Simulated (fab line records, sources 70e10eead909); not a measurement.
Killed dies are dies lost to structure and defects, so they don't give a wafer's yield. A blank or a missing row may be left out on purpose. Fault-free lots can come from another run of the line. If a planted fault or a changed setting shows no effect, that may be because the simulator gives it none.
Which tool did it?    flow nand-harc    42 wafers from 14 lots sampled at 5 of the route's 1302 steps

== WHAT THE GAUGES READ, wafer by wafer ==
NHARC_A_START_INSPECT_01. Usual: raw-defect-count reads 3.4 (standard deviation 1.8).
lot   measured      on                 raw-defect-count  flag
L567  day 6 11:20   defect-inspect-02  1 2 6             
L568  day 7 09:22   defect-inspect-02  1 1 6             
L571  day 8 13:27   defect-inspect-01  3 5 8             
L577  day 11 00:40  defect-inspect-01  3 5 5             
L578  day 11 09:23  defect-inspect-02  4 5 5             
L579  day 11 13:15  defect-inspect-02  3 3 1             
L580  day 12 03:47  defect-inspect-02  5 3 3             
L581  day 13 01:59  defect-inspect-01  2 2 2             
L583  day 13 20:23  defect-inspect-02  4 3 8             
L585  day 14 02:40  defect-inspect-02  3 3 3             
L586  day 14 20:22  defect-inspect-02  3 4 3             
L587  day 14 20:49  defect-inspect-02  2 4 4             
L588  day 15 06:38  defect-inspect-01  5 1 2             
L590  day 16 11:41  defect-inspect-01  1 4 6             

NHARC_A_SOURCE_PLATE_INSPECT_08. Usual: raw-defect-count reads 57 (standard deviation 20).
lot   measured      on                 raw-defect-count  flag
L567  day 7 09:07   defect-inspect-02  56 72 72          
L568  day 8 09:34   defect-inspect-02  57 78 74          
L571  day 9 15:16   defect-inspect-02  112 93 95         
L577  day 12 02:23  defect-inspect-01  83 36 38          
L578  day 12 09:37  defect-inspect-02  77 49 96          
L579  day 12 09:37  defect-inspect-01  69 30 69          
L580  day 13 02:22  defect-inspect-02  40 44 49          
L581  day 14 02:02  defect-inspect-01  79 35 76          
L583  day 14 20:03  defect-inspect-02  45 37 31          
L585  day 15 04:14  defect-inspect-01  44 57 39          
L586  day 15 21:17  defect-inspect-01  52 39 50          
L587  day 15 21:14  defect-inspect-01  44 39 63          
L588  day 16 05:38  defect-inspect-02  41 26 38          
L590  day 17 10:18  defect-inspect-01  45 107 59         

NHARC_A_ONON_D1_THK_MEAS_18: measures by ellipsometry. Usual: thk-nm reads 997 nm (standard deviation 11).
lot   measured      on             thk-nm (nm)     flag
L567  day 7 20:04   film-metro-01  997 996 998     
L568  day 8 20:13   film-metro-01  991 991 990     
L571  day 10 04:53  film-metro-01  1011 1010 1010  
L577  day 12 12:59  film-metro-02  1021 1022 1020  
L578  day 12 20:50  film-metro-02  1010 1011 1013  
L579  day 12 20:49  film-metro-01  990 989 989     
L580  day 13 13:02  film-metro-01  1009 1009 1011  
L581  day 14 13:20  film-metro-01  981 980 981     
L583  day 15 09:50  film-metro-01  998 999 999     
L585  day 15 15:58  film-metro-02  992 995 996     
L586  day 16 07:43  film-metro-01  996 995 997     
L587  day 16 07:43  film-metro-02  990 988 988     
L588  day 16 16:23  film-metro-01  979 979 980     
L590  day 18 01:07  film-metro-02  987 987 987     

NHARC_A_ONON_D1_THK_MEAS_24: measures by ellipsometry. Usual: thk-nm reads 998 nm (standard deviation 7.6).
lot   measured      on             thk-nm (nm)              flag
L567  day 7 21:14   film-metro-01  985 984 983              
L568  day 8 21:20   film-metro-02  1001 1001 1002           
L571  day 10 06:01  film-metro-02  1006 1006 1004           
L577  day 12 14:07  film-metro-02  932 933 930 932 933 931  OFF
L578  day 12 21:58  film-metro-02  933 933 933 932 933 934  OFF
L579  day 12 21:57  film-metro-01  983 986 985              
L580  day 13 14:10  film-metro-02  994 994 993              
L581  day 14 14:28  film-metro-01  1008 1007 1008           
L583  day 15 10:59  film-metro-01  1008 1007 1008           
L585  day 15 17:07  film-metro-02  993 994 995              
L586  day 16 08:59  film-metro-02  994 993 993              
L587  day 16 08:50  film-metro-01  998 996 997              
L588  day 16 17:31  film-metro-01  1009 1007 1009           
L590  day 18 02:14  film-metro-02  1002 1003 1003           

== WHICH TOOL RAN EACH LOT (tool, then ch and the chambers of the sampled wafers, then the start) ==
lot   NHARC_A_ONON_D1_DEP_22
L567  pecvd-onon-02 ch 0, day 7 20:43
L568  pecvd-onon-04 ch 0, day 8 20:53
L571  pecvd-onon-02 ch 0, day 10 05:34
L577  pecvd-onon-02 ch 0, day 12 13:36
L578  pecvd-onon-02 ch 0, day 12 21:31
L579  pecvd-onon-04 ch 0, day 12 21:26
L580  pecvd-onon-01 ch 0, day 13 13:39
L581  pecvd-onon-04 ch 0, day 14 13:58
L583  pecvd-onon-04 ch 0, day 15 10:28
L585  pecvd-onon-01 ch 0, day 15 16:46
L586  pecvd-onon-01 ch 0, day 16 08:28
L587  pecvd-onon-04 ch 0, day 16 08:20
L588  pecvd-onon-01 ch 0, day 16 17:00
L590  pecvd-onon-01 ch 0, day 18 01:44
- NHARC_A_ONON_D1_DEP_22: target thk 1000 nm.

== WHAT THE TOOLS THEMSELVES READ (means of the sampled wafers that have a number; where no wafer has one, the mark that the record gives instead) ==
The record holds no such reading with a usual standard deviation.

== THE ANSWER, worked out from the rows above alone ==
Rule: a lot is off if the mean of its wafers that have a number lies more than 3 standard deviations from the usual mean. A lot without any number at a reading at which 4 lots or more have one is off too. All remaining lots with rows at the step are treated as sound. Order of review: gauges by route order, followed by the tools' own readings, for which a lot's mean as printed above is used. At the first step where some lot is off, the reading lying furthest off is the one used; lots without a number count as furthest.
Off at NHARC_A_ONON_D1_THK_MEAS_24 (thk-nm): L577, L578.
A tool fits if, at a process step before that reading, it ran every lot that is off, and no sound lot after the first of them. Gauges at NHARC_A_ONON_D1_THK_MEAS_24: tried the same way as those tools. One candidate fits, namely pecvd-onon-02 at NHARC_A_ONON_D1_DEP_22. Its last sound lot is L571 (day 10 05:34), its first lot that is off L577 (day 12 13:36): a fault that began between those two fits.

== WHAT HAD BEEN PUT IN BY THE SIMULATOR ==
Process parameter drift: pecvd-onon-02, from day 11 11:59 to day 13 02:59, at NHARC_A_ONON_D1_DEP_22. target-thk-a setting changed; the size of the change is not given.
Struck lots among those shown: L577, L578. The rule given above showed the same thing.
